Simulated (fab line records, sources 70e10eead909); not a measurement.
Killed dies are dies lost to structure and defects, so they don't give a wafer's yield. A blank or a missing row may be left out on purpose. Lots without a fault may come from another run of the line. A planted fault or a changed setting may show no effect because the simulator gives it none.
A struck lot beside a sound one | flow nand_harc | 14 steps out of a route of 1159
Sound: wafers L763.1, L763.3, L763.6. Struck: wafer L769.5. (L769.6 of the same lot was not struck and is left out.) The cause comes at the end.
At each step with rows: each side's tool, then ch and its chambers, then its first start. Under that, the readings that differ: sound wafers | struck wafers | difference of the means | sigmas: that difference in standard deviations of wafers without a fault.
alike: readings whose means differ by less than 2 such deviations, and words and numbers that are the same on both sides. not compared: withheld readings, readings that some wafer has no value for, bounds like >300 that may hide the same value, and numbers for which the record gives no deviation and whose values overlap.
The two part at a step that has a row with sigmas, a row that says differs or no value, or rows on one side only. Numbers that don't overlap but have no deviation are shown without sigmas and don't part them. A reading that every wafer of one side lacks parts them only if that side has two wafers or more.

first, 9 steps without rows for these wafers: NHARC_A_STAIRCASE_DEHYDRATE_176 (time 120 s); NHARC_A_STAIRCASE_HMDS_177 (time 30 s); NHARC_A_STAIRCASE_COAT_178; NHARC_A_STAIRCASE_SOFTBAKE_179 (time 170 s); NHARC_A_STAIRCASE_EBR_180; NHARC_A_STAIRCASE_EXPOSE_181 (exposes mask STAIR 2); NHARC_A_STAIRCASE_PEB_182 (peb time 130 s); NHARC_A_STAIRCASE_DEVELOP_183 (time 140 s); NHARC_A_STAIRCASE_HARDBAKE_185 (time 140 s).
NHARC_A_STAIRCASE_DESCUM_186: chemistry O2, time 3 s.
  sound on rie_diel-11 ch 0,1, day 12 12:04; struck on rie_diel-11 ch 0, day 15 03:02
  reading               | sound             | struck | difference | sigmas
  oes_product_au (a.u.) | 0.991 0.988 0.985 | 1.009  | +0.021     | +2
  alike: drypump_motor_current_A, rf_vpp_V, showerhead_plenum_p_Torr, throttle_valve_pct
  not compared: rf_hours_counter_h
NHARC_A_STAIRCASE_TRIM_187: chemistry O2, time 211.2 s.
  sound on rie_diel-11 ch 0,2,3, day 12 12:08; struck on rie_diel-11 ch 2, day 15 03:11
  alike: drypump_motor_current_A, oes_product_au, rf_vpp_V, showerhead_plenum_p_Torr, throttle_valve_pct
  not compared: rf_hours_counter_h
NHARC_A_STAIRCASE_ETCH_188: etches the open film in C4F8/O2, target depth 100 nm, time 40.5 s.
  sound on rie_diel-11 ch 0,1,3, day 12 12:18; struck on rie_diel-11 ch 2, day 15 03:22
  reading          | sound          | struck | difference | sigmas
  run_length_s (s) | 61.9 61.8 62.1 | 51.0   | -10.9      | -33
  alike: oes_product_au, rf_vpp_V
  not compared: rf_fwd_power_W, rf_hours_counter_h
NHARC_A_STAIRCASE_TRIM_189: chemistry O2, time 211.2 s.
  sound on rie_diel-11 ch 0,1; struck on rie_diel-11 ch 0
  alike: drypump_motor_current_A, oes_product_au, rf_vpp_V, showerhead_plenum_p_Torr, throttle_valve_pct
  not compared: rf_hours_counter_h
-- the record jumps here: 9 days lie between the struck wafers' starts before and after (it left off in module A_STAIRCASE and takes up again in module END, whose first step shown is number 1159 of the route) --
NHARC_END_SORT_01:
  the record has rows for the struck wafers here (prober-01 ch 0, day 23 23:37) and none for the sound ones

WHERE THEY PART
First at NHARC_A_STAIRCASE_DESCUM_186; last, within this record, at NHARC_END_SORT_01.

WHY: what the simulator had put in
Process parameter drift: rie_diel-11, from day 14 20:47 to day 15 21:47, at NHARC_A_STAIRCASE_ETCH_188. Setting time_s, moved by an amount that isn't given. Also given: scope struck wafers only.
